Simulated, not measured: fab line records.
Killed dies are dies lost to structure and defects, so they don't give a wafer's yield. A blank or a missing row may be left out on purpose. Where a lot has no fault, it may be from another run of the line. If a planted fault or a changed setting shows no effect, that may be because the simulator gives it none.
Which tool is to blame? || flow nand-harc || route of 1302 steps, sampled at 1 step: 24 lots, 72 wafers

== WHAT EACH GAUGE READ, for each wafer ==
NHARC_A_M0_CD_MEAS_09 targets a cd of 80 nm. Usual: cd-nm reads 80.2 nm (standard deviation 0.6).
{"lot": "L074", "measured": "day 23 03:47", "on": "cd-sem-03", "cd-nm (nm)": "79.8 80.2 80.2", "flag": ""}
{"lot": "L077", "measured": "day 23 11:30", "on": "cd-sem-03", "cd-nm (nm)": "80.9 80.4 80.3", "flag": ""}
{"lot": "L075", "measured": "day 23 13:03", "on": "cd-sem-01", "cd-nm (nm)": "81.4 80.7 80.2", "flag": ""}
{"lot": "L076", "measured": "day 23 15:41", "on": "cd-sem-01", "cd-nm (nm)": "78.9 80.1 79.9", "flag": ""}
{"lot": "L078", "measured": "day 24 10:05", "on": "cd-sem-02", "cd-nm (nm)": "79.2 79.8 79.9", "flag": ""}
{"lot": "L079", "measured": "day 25 00:47", "on": "cd-sem-01", "cd-nm (nm)": "81.4 80.9 81.1", "flag": ""}
{"lot": "L080", "measured": "day 25 13:07", "on": "cd-sem-02", "cd-nm (nm)": "79.3 79.1 80.3", "flag": ""}
{"lot": "L081", "measured": "day 26 12:38", "on": "cd-sem-01", "cd-nm (nm)": "80.8 80.2 81.2", "flag": ""}
{"lot": "L082", "measured": "day 26 18:25", "on": "cd-sem-03", "cd-nm (nm)": "80.5 80.5 80.0", "flag": ""}
{"lot": "L083", "measured": "day 26 21:07", "on": "cd-sem-02", "cd-nm (nm)": "79.6 79.7 79.9", "flag": ""}
{"lot": "L084", "measured": "day 27 03:29", "on": "cd-sem-02", "cd-nm (nm)": "79.4 80.2 79.7", "flag": ""}
{"lot": "L086", "measured": "day 27 06:11", "on": "cd-sem-01", "cd-nm (nm)": "80.7 78.9 80.8", "flag": ""}
{"lot": "L085", "measured": "day 27 14:52", "on": "cd-sem-03", "cd-nm (nm)": "79.8 80.9 80.3", "flag": ""}
{"lot": "L088", "measured": "day 28 09:56", "on": "cd-sem-01", "cd-nm (nm)": "80.3 81.1 79.5", "flag": ""}
{"lot": "L089", "measured": "day 28 14:02", "on": "cd-sem-03", "cd-nm (nm)": "81.0 79.6 79.9", "flag": ""}
{"lot": "L087", "measured": "day 28 17:03", "on": "cd-sem-02", "cd-nm (nm)": "80.0 80.5 80.5", "flag": ""}
{"lot": "L091", "measured": "day 29 21:12", "on": "cd-sem-01", "cd-nm (nm)": "81.1 81.0 80.1", "flag": ""}
{"lot": "L090", "measured": "day 29 22:40", "on": "cd-sem-03", "cd-nm (nm)": "79.7 80.2 80.1", "flag": ""}
{"lot": "L092", "measured": "day 30 16:14", "on": "cd-sem-02", "cd-nm (nm)": "81.3 81.0 80.2", "flag": ""}
{"lot": "L093", "measured": "day 30 16:46", "on": "cd-sem-03", "cd-nm (nm)": "80.2 80.5 79.8", "flag": ""}
{"lot": "L095", "measured": "day 31 07:02", "on": "cd-sem-02", "cd-nm (nm)": "80.3 80.7 80.4", "flag": ""}
{"lot": "L094", "measured": "day 31 08:02", "on": "cd-sem-01", "cd-nm (nm)": "80.2 79.9 79.6", "flag": ""}
{"lot": "L097", "measured": "day 32 17:52", "on": "cd-sem-02", "cd-nm (nm)": "81.2 80.4 80.6", "flag": ""}
{"lot": "L096", "measured": "day 32 20:53", "on": "cd-sem-02", "cd-nm (nm)": "80.3 80.5 80.9", "flag": ""}

== EACH LOT AND THE TOOL THAT RAN IT (in order: tool; ch and the chambers of the sampled wafers; start) ==
Before these readings, the record contains no process step.

== AS READ BY THE TOOLS THEMSELVES (means over the sampled wafers that have a number; for cases with no such wafer, the mark the record gives instead) ==
The record holds no such reading with a usual standard deviation.

== THE ANSWER, worked out from the rows above alone ==
Rule: a lot is off if the mean of its wafers that have a number lies more than 3 standard deviations from the usual mean. Also off: a lot with no number at a reading for which 4 or more lots have one. The other lots that the step has rows for count as sound. The gauges are gone through in route order, then the tools' own readings, and for those a lot's mean is taken as printed above. The first step at which some lot is off is used, and at that step the reading that is off furthest; a lot without a number counts as furthest.
No lot is off at any reading shown: from this, nothing can be told.

== WHAT WAS PUT IN BY THE SIMULATOR ==
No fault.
